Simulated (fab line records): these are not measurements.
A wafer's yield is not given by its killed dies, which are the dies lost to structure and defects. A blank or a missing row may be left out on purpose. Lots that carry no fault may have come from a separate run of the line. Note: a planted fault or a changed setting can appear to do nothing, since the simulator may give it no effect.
Which tool did it? + flow n5 finfet + 36 wafers from 12 lots sampled at 2 of the route's 1938 steps

## WHAT EACH GAUGE READ, for each wafer
N5_BEOL_M9_CD_MEAS_28 targets a cd of 70 nm.
| lot  | measured     | on        | cd nm (nm)        |
|------|--------------|-----------|-------------------|
| L075 | day 9 18:41  | cd sem-01 | 70.13 70.01 69.99 |
| L077 | day 10 05:55 | cd sem-02 | 69.83 70.05 70.32 |
| L079 | day 10 18:37 | cd sem-02 | 70.12 70.09 70.23 |
| L082 | day 11 10:46 | cd sem-02 | 70.14 70.29 69.93 |
| L083 | day 11 18:55 | cd sem-02 | 69.82 70.17 70.02 |
| L086 | day 12 06:40 | cd sem-02 | 70.10 69.79 70.15 |
| L087 | day 12 19:23 | cd sem-02 | 70.14 70.13 70.17 |
| L089 | day 13 01:11 | cd sem-01 | 70.34 70.46 70.12 |
| L091 | day 14 02:47 | cd sem-03 | 70.03 69.98 69.90 |
| L093 | day 14 05:44 | cd sem-03 | 69.90 70.34 69.86 |
| L095 | day 14 21:35 | cd sem-01 | 69.85 70.62 70.10 |
| L096 | day 15 08:26 | cd sem-03 | 69.71 69.98 70.35 |

## WHAT TOOL EACH LOT RAN ON (gives the tool, then ch and the chambers of the sampled wafers, and finally the start)
| lot  | N5_BEOL_M8_ANNEAL_51             |
|------|----------------------------------|
| L075 | rtp anneal-02 ch 0, day 9 14:51  |
| L077 | rtp anneal-01 ch 0, day 9 23:43  |
| L079 | rtp anneal-02 ch 0, day 10 14:16 |
| L082 | rtp anneal-01 ch 0, day 11 04:35 |
| L083 | rtp anneal-01 ch 0, day 11 14:01 |
| L086 | rtp anneal-02 ch 0, day 12 02:52 |
| L087 | rtp anneal-02 ch 0, day 12 12:32 |
| L089 | rtp anneal-01 ch 0, day 12 20:32 |
| L091 | rtp anneal-02 ch 0, day 13 20:30 |
| L093 | rtp anneal-02 ch 0, day 14 01:22 |
| L095 | rtp anneal-01 ch 0, day 14 17:05 |
| L096 | rtp anneal-01 ch 0, day 15 04:43 |
- N5_BEOL_M8_ANNEAL_51: time 90 s.

## THE ANSWER, worked out from the rows above alone
Rule: the usual values come from the lots themselves. The widest of any qualifying gaps counts: lots, ordered by their means at a reading, are off when they make up no more than a third of the lots, leave a main group of 4 or more, and stand apart from it by 3 or more times the standard deviation of that group's means. Not used: any main group whose means are identical at the precision the tables above print for the reading. A lot without any number at a reading at which 4 lots or more have one is off too. The other lots that the step has rows for count as sound.
Across all readings shown, no lot is off: no conclusion can be drawn from this.

## WHAT THE SIMULATOR HAD INSERTED
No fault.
